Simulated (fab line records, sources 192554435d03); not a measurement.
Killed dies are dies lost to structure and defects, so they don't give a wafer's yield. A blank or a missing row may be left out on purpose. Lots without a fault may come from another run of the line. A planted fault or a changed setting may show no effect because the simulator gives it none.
fab line records | flow n5_finfet | part 2 of 2: steps 23 to 30 of 30
record lots=5 wafers=15 last_day=17
route steps=1938 shown BEOL_M5@1175 BEOL_M6@1194
lots that met no fault: from a run of the same line without faults
start_h: hours from the record's first day to the start of the lot's first wafer shown | wait_h: hours since the lot's step before | " the same as in the row above | L1.1+2: a row that stands for several wafers | - no value, or no start given | * or withheld: withheld | < > ~ a bound
route shown NAME@n: a module of which the file shows steps, and the number in the route of the first | usual: mean/standard deviation of fault-free wafers | same: alike in all rows | chamber/n: place in a boat | sites: the reading at each site | _std_site: their standard deviation | _edge_site: outer sites' mean less inner sites' | radius_mm: how far each site lies from the wafer's centre | mask NAME#n: copy n | behind: the tool/chamber that last shaped the wafer | hold: why the lot was held/for how many hours/how that ended | device: the transistor (n, p or np) that didn't switch | end of line: the same wafers' tests at the end of the route | a step without rows: its recipe alone | killed: dies lost to structure and defects at the first sort, not the wafer's yield | map: a wafer's dies, x killed, . not, _ none there
set.NAME: the setting as run; set.NAME@STEP: as run at that earlier step | model.NAME: the simulator's own value behind a step, which no gauge read
lots at some steps of the route; a table a step, a row a wafer
services: from which hour (start_h, from the record's first day; less than 0 if before it) a tool's chamber was out of use, for how many hours, and why
## steps
# step N5_BEOL_M6_PECVD_70
# recipe material=SiO2 target_thk_a=200 temp_c=400 precursor=TEOS/O2 pressure_torr=5.5 rf_w=450 teos_flow_sccm=53.8 gas=O2 flow_sccm=3000 time_s=22.7
# usual heater_power_w=645/60 showerhead_plenum_p_Torr=8.79/0.06 throttle_valve_pct=23.0/1.3
# same time_s=22.7
# columns lot.wafer tool chamber start_h wait_h heater_power_w showerhead_plenum_p_Torr throttle_valve_pct
L074.1 pecvd-01 1 178.10 0.0 729 8.75 22.4
L074.4 " 1 " " 728 8.75 22.3
L074.6 " 2 " " 710 8.78 23.8
L077.2 pecvd-04 2 197.79 0.0 655 8.79 21.7
L077.5 " 1 " " 638 8.86 25.3
L077.6 " 2 " " 655 8.81 21.9
L088.1 pecvd-04 1 270.35 0.0 605 8.89 25.3
L088.2 " 2 " " 673 8.82 22.4
L088.5 " 2 " " 685 8.80 22.3
L092.4 pecvd-04 1 300.75 0.1 622 8.86 25.0
L092.5 " 2 " " 639 8.81 22.6
L092.6 " 0 " " 608 8.73 22.7
L095.4 pecvd-01 0 307.38 0.1 623 8.66 21.7
L095.5 " 2 " " 654 8.80 23.8
L095.6 " 1 " " 689 8.75 22.4
# step N5_BEOL_M6_HM_DEP_02
# recipe material=TiN target_thk_a=200 temp_c=25 chamber_pressure_pa=0.49996
# usual substrate_temp_c=25.01/0.1 throttle_valve_pct=30.3/1.2
# columns lot.wafer tool chamber start_h wait_h substrate_temp_c throttle_valve_pct
L074.1 pvd_sputter-03 - 178.25 0.1 24.96 29.2
L074.4 " - " " 25.03 30.5
L074.6 " - " " 24.83 29.9
L077.2 pvd_sputter-03 - 198.54 0.7 25.05 30.6
L077.5 " - " " 24.84 30.3
L077.6 " - " " 24.95 30.1
L088.1 pvd_sputter-03 - 270.53 0.2 24.84 30.5
L088.2 " - " " 24.99 30.6
L088.5 " - " " 24.93 30.7
L092.4 pvd_sputter-03 - 301.87 1.1 25.13 30.7
L092.5 " - " " 25.27 29.8
L092.6 " - " " 25.19 30.3
L095.4 pvd_sputter-02 - 311.38 4.0 24.81 28.3
L095.5 " - " " 24.89 27.9
L095.6 " - " " 25.04 29.9
# step N5_BEOL_M6_COAT_59
# recipe resist=SOC temp_c=250 time_s=60 spin_rpm=1500 resist_thk_nm=100
# usual exhaust_pa=45.1/0.87 resist_line_temp_C=23.03/0.12
# same time_s=60
# columns lot.wafer tool chamber start_h wait_h exhaust_pa resist_line_temp_C
L074.1 litho_track-01 0 178.38 0.1 45.4 22.98
L074.4 " 0 " " 45.3 23.25
L074.6 " 0 " " 45.3 23.22
L077.2 litho_track-01 0 198.66 0.1 44.7 23.13
L077.5 " 0 " " 44.0 23.10
L077.6 " 0 " " 45.3 22.94
L088.1 litho_track-02 0 270.66 0.1 45.7 22.98
L088.2 " 0 " " 45.7 23.01
L088.5 " 0 " " 46.9 22.89
L092.4 litho_track-01 0 302.00 0.1 43.4 22.97
L092.5 " 0 " " 43.6 22.99
L092.6 " 0 " " 44.6 22.89
L095.4 litho_track-02 0 311.51 0.1 45.1 22.84
L095.5 " 0 " " 44.8 22.85
L095.6 " 0 " " 44.2 23.00
# step N5_BEOL_M6_COAT_60
# recipe resist=SiARC temp_c=220 time_s=60 spin_rpm=1500 resist_thk_nm=35
# usual exhaust_pa=45.1/0.93 resist_line_temp_C=22.99/0.097
# same time_s=60
# columns lot.wafer tool chamber start_h wait_h exhaust_pa resist_line_temp_C
L074.1 litho_track-01 0 - - 45.6 23.01
L074.4 " 0 " " 47.5 23.07
L074.6 " 0 " " 45.7 22.93
L077.2 litho_track-01 0 - - 46.0 22.95
L077.5 " 0 " " 47.3 22.97
L077.6 " 0 " " 46.7 23.00
L088.1 litho_track-02 0 - - 46.0 22.98
L088.2 " 0 " " 45.5 22.99
L088.5 " 0 " " 43.9 22.91
L092.4 litho_track-01 0 - - 46.0 23.03
L092.5 " 0 " " 43.5 22.93
L092.6 " 0 " " 44.6 23.01
L095.4 litho_track-02 0 - - 47.1 22.84
L095.5 " 0 " " 46.2 22.75
L095.6 " 0 " " 46.2 22.82
# step N5_BEOL_M6_COAT_05
# recipe resist=CAR-ArF spin_rpm=1500 resist_thk_nm=90
# usual exhaust_pa=45.2/0.95 resist_line_temp_C=23.01/0.1
# columns lot.wafer tool chamber start_h wait_h exhaust_pa resist_line_temp_C
L074.1 litho_track-01 0 - - 42.5 23.17
L074.4 " 0 " " 44.4 23.20
L074.6 " 0 " " 42.9 23.13
L077.2 litho_track-01 0 - - 46.0 22.94
L077.5 " 0 " " 44.5 22.77
L077.6 " 0 " " 45.0 22.98
L088.1 litho_track-02 0 - - 45.8 22.91
L088.2 " 0 " " 45.8 22.80
L088.5 " 0 " " 45.1 22.98
L092.4 litho_track-01 0 - - 46.0 22.93
L092.5 " 0 " " 46.2 23.02
L092.6 " 0 " " 46.6 23.02
L095.4 litho_track-02 0 - - 44.2 23.28
L095.5 " 0 " " 45.0 22.97
L095.6 " 0 " " 44.1 22.99
# step N5_BEOL_M6_EBR_07
# recipe solvent=PGMEA ebr_width_mm=1.5
# usual exhaust_pa=45.1/0.92 resist_line_temp_C=22.96/0.1
# columns lot.wafer tool chamber start_h wait_h exhaust_pa resist_line_temp_C
L074.1 litho_track-01 0 - - 46.0 22.84
L074.4 " 0 " " 43.0 23.02
L074.6 " 0 " " 44.5 23.03
L077.2 litho_track-01 0 - - 44.2 22.87
L077.5 " 0 " " 44.5 22.86
L077.6 " 0 " " 44.3 23.06
L088.1 litho_track-02 0 - - 44.6 22.97
L088.2 " 0 " " 45.7 22.99
L088.5 " 0 " " 45.6 22.99
L092.4 litho_track-01 0 - - 44.8 23.08
L092.5 " 0 " " 44.5 23.22
L092.6 " 0 " " 43.8 22.98
L095.4 litho_track-02 0 - - 45.3 22.92
L095.5 " 0 " " 45.4 22.92
L095.6 " 0 " " 44.7 22.95
# step N5_BEOL_M6_SOFTBAKE_06
# recipe temp_c=110 time_s=60 resist=CAR-ArF
# usual exhaust_pa=44.9/0.93 resist_line_temp_C=23.00/0.11
# same time_s=60
# columns lot.wafer tool chamber start_h wait_h exhaust_pa resist_line_temp_C
L074.1 litho_track-01 0 - - 43.8 22.91
L074.4 " 0 " " 44.2 22.90
L074.6 " 0 " " 43.8 23.00
L077.2 litho_track-01 0 - - 43.1 22.98
L077.5 " 0 " " 44.8 22.98
L077.6 " 0 " " 42.5 23.12
L088.1 litho_track-02 0 - - 44.6 22.90
L088.2 " 0 " " 45.3 22.97
L088.5 " 0 " " 45.2 23.05
L092.4 litho_track-01 0 - - 44.2 22.90
L092.5 " 0 " " 44.7 22.86
L092.6 " 0 " " 45.4 22.93
L095.4 litho_track-02 0 - - 45.4 22.91
L095.5 " 0 " " 45.7 23.09
L095.6 " 0 " " 44.2 23.00
# step N5_BEOL_M6_EXPOSE_08
# recipe mask_id=M6 na=1.35 source_shape=dipole sigma_inner=0.817 sigma_outer=0.97 polarization=te dose_mj=68.25
# usual reticle_temp_C=23.01/0.1 stage_vel_mm_s=499.96/0.26
# same dipole_opening_deg=35 sigma_outer=0.97
# columns lot.wafer tool chamber start_h wait_h mask reticle_temp_C stage_vel_mm_s
L074.1 arfi_scanner-01 0 178.62 - M6#0 22.94 500.02
L074.4 " 0 " " M6#0 23.01 499.62
L074.6 " 0 " " M6#0 23.03 500.29
L077.2 arfi_scanner-01 0 198.79 - M6#0 22.91 499.87
L077.5 " 0 " " M6#0 22.89 499.93
L077.6 " 0 " " M6#0 22.94 500.06
L088.1 arfi_scanner-03 0 270.90 - M6#0 23.08 499.79
L088.2 " 0 " " M6#0 23.30 499.75
L088.5 " 0 " " M6#0 23.11 500.11
L092.4 arfi_scanner-01 0 302.13 - M6#0 22.96 500.13
L092.5 " 0 " " M6#0 23.03 499.71
L092.6 " 0 " " M6#0 23.00 499.72
L095.4 arfi_scanner-02 0 311.77 - M6#0 22.93 500.28
L095.5 " 0 " " M6#0 23.04 500.20
L095.6 " 0 " " M6#0 23.08 500.05
## services
# columns tool chamber start_h hours kind
cmp-02 - 148.91 4.0 pm
cvd_co-01 2 152.30 3.1 repair
arfi_scanner-01 - 177.24 0.6 repair
arfi_scanner-01 - 190.95 1.0 pm
pecvd-01 - 192.68 0.7 repair
arfi_scanner-01 - 195.43 3.0 repair
ecd_cu-01 - 199.42 6.0 pm
cvd_co-01 - 205.12 28.1 pm
arfi_scanner-01 - 209.87 1.3 pm
pecvd-03 - 218.46 1.1 repair
cvd_co-02 - 229.44 0.8 repair
uv_cure-03 - 234.40 1.0 pm
cmp-01 - 235.74 4.0 pm
cmp-01 - 239.74 5.7 pm
arfi_scanner-01 - 240.29 3.9 pm
arfi_scanner-01 - 244.55 3.1 repair
arfi_scanner-01 - 248.70 0.8 pm
cmp-01 - 258.42 2.3 repair
arfi_scanner-01 - 268.61 3.1 pm
arfi_scanner-01 - 289.38 1.0 pm
uv_cure-03 - 297.98 0.5 repair
ecd_cu-01 - 303.60 0.5 repair
pecvd-03 - 304.90 6.0 pm
arfi_scanner-01 - 305.23 4.1 repair
